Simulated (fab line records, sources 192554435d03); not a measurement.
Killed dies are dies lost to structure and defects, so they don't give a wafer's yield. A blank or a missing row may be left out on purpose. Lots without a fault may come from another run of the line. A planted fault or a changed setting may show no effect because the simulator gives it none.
Chamber matching | flow n5_finfet | N5_BEOL_M0_TRENCH_ETCH_107 on rie_diel-02: 4 sister chambers
The step etches SiOC in C4F6/O2, target depth 32.8 nm, time 16.4 s. 18 wafers are shown with their chamber, then 9 later ones without.

WAFERS WITH THEIR CHAMBER
wafer  | chamber | rf_vpp_V (V) | showerhead_plenum_p_Torr (Torr) | throttle_valve_pct (%)
L077.2 | 1       | 645          | 2.77                            | 20.76
L077.3 | 0       | 650          | 3.05                            | 20.91
L077.4 | 2       | 682          | 2.93                            | 20.77
L080.2 | 0       | 649          | 3.05                            | 20.91
L080.4 | 2       | 684          | 2.92                            | 20.78
L080.5 | 1       | 645          | 2.77                            | 20.75
L083.2 | 2       | 683          | 2.92                            | 20.80
L083.4 | 2       | 683          | 2.92                            | 20.80
L083.6 | 0       | 649          | 3.05                            | 20.92
L084.1 | 0       | 649          | 3.05                            | 20.92
L084.2 | 2       | 683          | 2.92                            | 20.81
L084.3 | 3       | 653          | 2.80                            | 20.80
L085.2 | 0       | 649          | 3.05                            | 20.94
L085.3 | 1       | 645          | 2.76                            | 20.78
L085.6 | 3       | 653          | 2.79                            | 20.80
L087.1 | 0       | 651          | 3.04                            | 20.92
L087.2 | 1       | 645          | 2.76                            | 20.78
L087.5 | 2       | 684          | 2.92                            | 20.80

SIGNATURES (means of the wafers above)
reading                  | chamber 0 | chamber 1 | chamber 2 | chamber 3 | scatter within a chamber
rf_vpp_V                 | 649.50    | 645.00    | 683.17    | 653.00    | 0.673
showerhead_plenum_p_Torr | 3.0483    | 2.7650    | 2.9217    | 2.7950    | 0.00476
throttle_valve_pct       | 20.9200   | 20.7675   | 20.7933   | 20.8000   | 0.0131
Rule: a wafer's distance from a chamber is the root of the sum, over the readings, of the square of ((its reading less the chamber's mean) divided by the reading's scatter). The wafer belongs to the nearest chamber; if the next one is less than 2 further off, it can't be placed. The scatter: the root of (the sum of the squares of (reading less its chamber's mean) over the shown wafers, divided by (wafers less chambers)).

WAFERS WITHOUT THEIR CHAMBER
wafer  | rf_vpp_V (V) | showerhead_plenum_p_Torr (Torr) | throttle_valve_pct (%)
L092.1 | 650          | 3.04                            | 20.96
L092.2 | 654          | 2.79                            | 20.83
L092.5 | 652          | 2.79                            | 20.83
L095.1 | 645          | 2.76                            | 20.82
L095.2 | 684          | 2.91                            | 20.84
L095.3 | 648          | 3.03                            | 20.93
L096.1 | 644          | 2.75                            | 20.82
L096.4 | 653          | 2.78                            | 20.84
L096.5 | 683          | 2.91                            | 20.81

WHICH CHAMBER EACH WENT THROUGH
wafer  | from the rows above | in truth
L092.1 | 0                   | 0
L092.2 | 3                   | 3
L092.5 | 3                   | 3
L095.1 | 1                   | 1
L095.2 | 2                   | 2
L095.3 | 0                   | 0
L096.1 | 1                   | 1
L096.4 | 3                   | 3
L096.5 | 2                   | 2
Placed correctly: 9 of 9. Can't be placed from these rows: 0. Placed wrongly: 0.
